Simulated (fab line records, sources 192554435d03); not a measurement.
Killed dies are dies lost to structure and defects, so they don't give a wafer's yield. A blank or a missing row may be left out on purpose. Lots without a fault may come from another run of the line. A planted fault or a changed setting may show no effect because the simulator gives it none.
Which tool did it? | flow n5_finfet | 9 lots, 27 wafers sampled, at 5 steps of a route of 1938

WHAT THE GAUGES READ, wafer by wafer
N5_BEOL_M4_RC_MEAS_101. Usual: DIBL_N 36.5 mV/V, standard deviation 1.4; DIBL_P 36.5 mV/V, standard deviation 1.6; IOFF_N 0.163 nA/um, standard deviation 0.022; IOFF_P 0.219 nA/um, standard deviation 0.029; ION_N 675 uA/um, standard deviation 8.3; ION_P 464 uA/um, standard deviation 6.2; SS_N 71.5 mV/dec, standard deviation 0.52; SS_P 73.4 mV/dec, standard deviation 0.57; VT_N 249.7 mV, standard deviation 2.6; VT_P -250 mV, standard deviation 3.
lot  | measured     | on        | DIBL_N (mV/V)  | DIBL_P (mV/V)  | IOFF_N (nA/um)    | IOFF_P (nA/um)    | ION_N (uA/um) | ION_P (uA/um) | SS_N (mV/dec)  | SS_P (mV/dec)  | VT_N (mV)         | VT_P (mV)      | flag
L427 | day 9 09:45  | prober-02 | 35.2 37.9 36.1 | 34.1 36.5 35.4 | 0.142 0.191 0.153 | 0.178 0.215 0.193 | 667 691 671   | 462 463 459   | 71.2 72.1 71.2 | 73.3 73.6 73.2 | 253.4 248.8 251.1 | -255 -253 -253 |
L428 | day 9 16:14  | prober-02 | 33.4 35.9 33.5 | 33.0 36.4 33.4 | 0.120 0.169 0.123 | 0.162 0.212 0.164 | 675 688 666   | 459 473 457   | 71.2 72.3 71.3 | 72.3 73.6 72.5 | 252.0 247.8 251.7 | -251 -249 -254 |
L429 | day 9 21:19  | prober-01 | 36.9 35.8 36.2 | 36.2 35.2 36.4 | 0.172 0.154 0.173 | 0.197 0.188 0.200 | 666 666 682   | 454 454 462   | 72.1 70.6 71.4 | 73.3 73.4 73.0 | 251.5 250.5 249.3 | -250 -251 -251 |
L430 | day 9 22:42  | prober-01 | 33.8 36.2 35.3 | 32.7 35.5 34.8 | 0.120 0.155 0.140 | 0.196 0.244 0.230 | 666 671 676   | 468 464 472   | 71.6 71.3 71.5 | 72.4 73.1 72.8 | 251.9 249.2 250.8 | -247 -247 -248 |
L438 | day 11 22:12 | prober-02 | 35.7 33.7 35.3 | 36.0 32.7 35.5 | 0.149 0.110 0.152 | 0.210 0.162 0.212 | 663 665 682   | 454 457 468   | 70.7 70.4 71.2 | 72.8 72.7 73.4 | 249.4 255.0 249.5 | -250 -256 -247 |
L439 | day 12 07:55 | prober-02 | 37.0 37.5 37.3 | 38.0 37.7 37.9 | 0.185 0.187 0.180 | 0.256 0.247 0.249 | 686 677 680   | 470 460 467   | 71.1 72.3 71.8 | 73.8 73.7 73.4 | 248.4 250.2 248.8 | -249 -247 -246 |
L442 | day 13 02:41 | prober-02 | 38.5 38.7 38.1 | 38.0 37.9 37.6 | 0.175 0.184 0.174 | 0.240 0.244 0.248 | 681 666 685   | 464 460 471   | 71.3 71.4 71.4 | 74.3 74.3 74.0 | 250.5 248.6 247.6 | -247 -248 -247 |
L444 | day 13 22:22 | prober-02 | 35.7 33.3 35.0 | 37.9 34.6 36.6 | 0.170 0.127 0.151 | 0.230 0.184 0.217 | 681 675 675   | 472 467 465   | 72.5 71.0 71.1 | 73.4 72.6 73.3 | 250.1 252.1 250.0 | -248 -251 -249 |
L445 | day 14 04:43 | prober-02 | 36.6 37.2 34.9 | 35.7 36.7 33.8 | 0.149 0.164 0.132 | 0.218 0.243 0.196 | 661 665 667   | 460 458 467   | 71.8 72.8 71.7 | 73.4 73.9 72.7 | 251.6 250.0 254.0 | -250 -248 -251 |

WHICH TOOL RAN EACH LOT (tool, then ch and the chambers of the sampled wafers, then the start)
lot  | N5_BEOL_M4_ETCH_77                 | N5_BEOL_M4_STRIP_36                | N5_BEOL_M4_ALD_84                   | N5_BEOL_M4_ANNEAL_49
L427 | rie_diel-02 ch 1,2,3, day 8 21:07  | rie_diel-01 ch 0,3, day 8 23:07    | ald_metal-02 ch 0,2, day 8 23:54    | pvd_sputter-03, day 9 02:17
L428 | rie_diel-01 ch 0,2,3, day 9 01:56  | rie_diel-05 ch 0,2, day 9 11:56    | ald_metal-02 ch 0,1,3, day 9 12:38  | pvd_sputter-03, day 9 13:28
L429 | rie_diel-05 ch 0,2,3, day 9 13:37  | rie_diel-02 ch 0,1, day 9 15:04    | ald_metal-02 ch 0,3, day 9 15:55    | pvd_sputter-01, day 9 18:14
L430 | rie_diel-02 ch 0,1,3, day 9 14:14  | rie_diel-01 ch 1,2,3, day 9 18:19  | ald_metal-02 ch 1,2, day 9 19:08    | pvd_sputter-03, day 9 19:55
L438 | rie_diel-05 ch 0,2,3, day 11 10:33 | rie_diel-05 ch 1,2,3, day 11 17:42 | ald_metal-01 ch 0,2,3, day 11 18:37 | pvd_sputter-02, day 11 19:23
L439 | rie_diel-01 ch 1,2, day 12 02:30   | rie_diel-01 ch 1,3, day 12 03:35   | ald_metal-01 ch 1,2,3, day 12 04:34 | pvd_sputter-03, day 12 05:08
L442 | rie_diel-02 ch 0,3, day 12 17:29   | rie_diel-05 ch 0,2,3, day 12 21:05 | ald_metal-02 ch 0,1, day 12 21:40   | pvd_sputter-02, day 12 23:54
L444 | rie_diel-01 ch 0,1,3, day 13 17:01 | rie_diel-01 ch 0,1,2, day 13 18:23 | ald_metal-01 ch 0,1,2, day 13 18:56 | pvd_sputter-02, day 13 19:31
L445 | rie_diel-05 ch 0,1,2, day 13 17:59 | rie_diel-01 ch 0,1,2, day 13 23:26 | ald_metal-04 ch 1,2,3, day 14 00:09 | pvd_sputter-01, day 14 01:56
- N5_BEOL_M4_ETCH_77: etches underlayer in N2/H2, target depth 6.5 nm, time 5.2 s.
- N5_BEOL_M4_STRIP_36: strips in N2/H2.
- N5_BEOL_M4_ALD_84: deposits TaN, pulse time 2 s, purge time 3 s, co reactant purge time 2 s.
- N5_BEOL_M4_ANNEAL_49: time 240 s.

WHAT THE TOOLS THEMSELVES READ (means of the sampled wafers that have a number; where no wafer has one, the mark that the record gives instead)
N5_BEOL_M4_ETCH_77. Usual: drypump_motor_current_A 5.7 A, standard deviation 0.5; etch_rf_on_time_s 5.19 s, standard deviation 0.093; oes_product_au 0.66 a.u., standard deviation 0.08; rf_vpp_V 522.6 V, standard deviation 1.6; showerhead_plenum_p_Torr 2.50 Torr, standard deviation 0.036; throttle_valve_pct 17.86 %, standard deviation 0.28.
lot  | tool        | drypump_motor_current_A (A) | etch_rf_on_time_s (s) | oes_product_au (a.u.) | rf_vpp_V (V) | showerhead_plenum_p_Torr (Torr) | throttle_valve_pct (%) | flag
L427 | rie_diel-02 | 6.0                         | 5.23                  | 0.64                  | 522.7        | 2.55                            | 17.94                  |
L428 | rie_diel-01 | 5.7                         | 5.17                  | 0.72                  | 522.7        | 2.50                            | 17.78                  |
L429 | rie_diel-05 | 5.4                         | 5.21                  | 0.59                  | 522.1        | 2.48                            | 18.04                  |
L430 | rie_diel-02 | 6.0                         | 5.15                  | 0.64                  | 523.2        | 2.52                            | 17.78                  |
L438 | rie_diel-05 | 5.3                         | 5.18                  | 0.66                  | 523.6        | 2.48                            | 17.93                  |
L439 | rie_diel-01 | 5.7                         | 5.04                  | 0.82                  | 521.8        | 2.49                            | 17.69                  |
L442 | rie_diel-02 | 6.0                         | 5.15                  | 0.63                  | 523.6        | 2.51                            | 17.81                  |
L444 | rie_diel-01 | 5.7                         | 5.16                  | 0.69                  | 521.9        | 2.49                            | 17.78                  |
L445 | rie_diel-05 | 5.4                         | 5.10                  | 0.71                  | 521.1        | 2.46                            | 17.67                  |

N5_BEOL_M4_STRIP_36. Usual: drypump_motor_current_A 5.7 A, standard deviation 0.48; oes_product_au 0.78 a.u., standard deviation 0.097; rf_vpp_V 59.0 V, standard deviation 1.3; showerhead_plenum_p_Torr 2.49 Torr, standard deviation 0.036; throttle_valve_pct 23.63 %, standard deviation 0.29.
lot  | tool        | drypump_motor_current_A (A) | oes_product_au (a.u.) | rf_vpp_V (V) | showerhead_plenum_p_Torr (Torr) | throttle_valve_pct (%) | flag
L427 | rie_diel-01 | 5.4                         | 0.77                  | 59.5         | 2.51                            | 23.68                  |
L428 | rie_diel-05 | 5.1                         | 0.68                  | 59.0         | 2.48                            | 23.65                  |
L429 | rie_diel-02 | 5.8                         | 0.75                  | 58.9         | 2.47                            | 23.52                  |
L430 | rie_diel-01 | 5.4                         | 0.77                  | 60.2         | 2.50                            | 23.75                  |
L438 | rie_diel-05 | 5.6                         | 0.77                  | 59.1         | 2.46                            | 23.65                  |
L439 | rie_diel-01 | 5.4                         | 0.89                  | 58.9         | 2.49                            | 23.65                  |
L442 | rie_diel-05 | 5.4                         | 0.87                  | 58.9         | 2.47                            | 23.61                  |
L444 | rie_diel-01 | 6.0                         | 0.86                  | 59.6         | 2.48                            | 23.44                  |
L445 | rie_diel-01 | 6.0                         | 0.86                  | 58.9         | 2.48                            | 23.43                  |

N5_BEOL_M4_ALD_84. Usual: heater_power_w 436 W, standard deviation 46; precursor_vessel_carrier_sccm 1000 sccm, standard deviation 3.
lot  | tool         | heater_power_w (W) | precursor_vessel_carrier_sccm (sccm) | flag
L427 | ald_metal-02 | 381                | 1000                                 |
L428 | ald_metal-02 | 470                | 997                                  |
L429 | ald_metal-02 | 448                | 1001                                 |
L430 | ald_metal-02 | 458                | 1001                                 |
L438 | ald_metal-01 | 430                | 1000                                 |
L439 | ald_metal-01 | 441                | 1000                                 |
L442 | ald_metal-02 | 497                | 999                                  |
L444 | ald_metal-01 | 471                | 1003                                 |
L445 | ald_metal-04 | 406                | 1001                                 |

N5_BEOL_M4_ANNEAL_49. Usual: heater_power_w 832 W, standard deviation 110.
lot  | tool           | heater_power_w (W) | flag
L427 | pvd_sputter-03 | 867                |
L428 | pvd_sputter-03 | 876                |
L429 | pvd_sputter-01 | 792                |
L430 | pvd_sputter-03 | 847                |
L438 | pvd_sputter-02 | 845                |
L439 | pvd_sputter-03 | 851                |
L442 | pvd_sputter-02 | 823                |
L444 | pvd_sputter-02 | 808                |
L445 | pvd_sputter-01 | 779                |

THE ANSWER, worked out from the rows above alone
Rule: a lot is off if the mean of its wafers that have a number lies more than 3 standard deviations from the usual mean. A lot without any number at a reading at which 4 lots or more have one is off too. The other lots that the step has rows for count as sound. The gauges are gone through in route order, then the tools' own readings, and for those a lot's mean is taken as printed above. The first step at which some lot is off is used, and at that step the reading that is off furthest; a lot without a number counts as furthest.
No lot is off at any reading shown: from this, nothing can be told.

WHAT THE SIMULATOR HAD PUT IN
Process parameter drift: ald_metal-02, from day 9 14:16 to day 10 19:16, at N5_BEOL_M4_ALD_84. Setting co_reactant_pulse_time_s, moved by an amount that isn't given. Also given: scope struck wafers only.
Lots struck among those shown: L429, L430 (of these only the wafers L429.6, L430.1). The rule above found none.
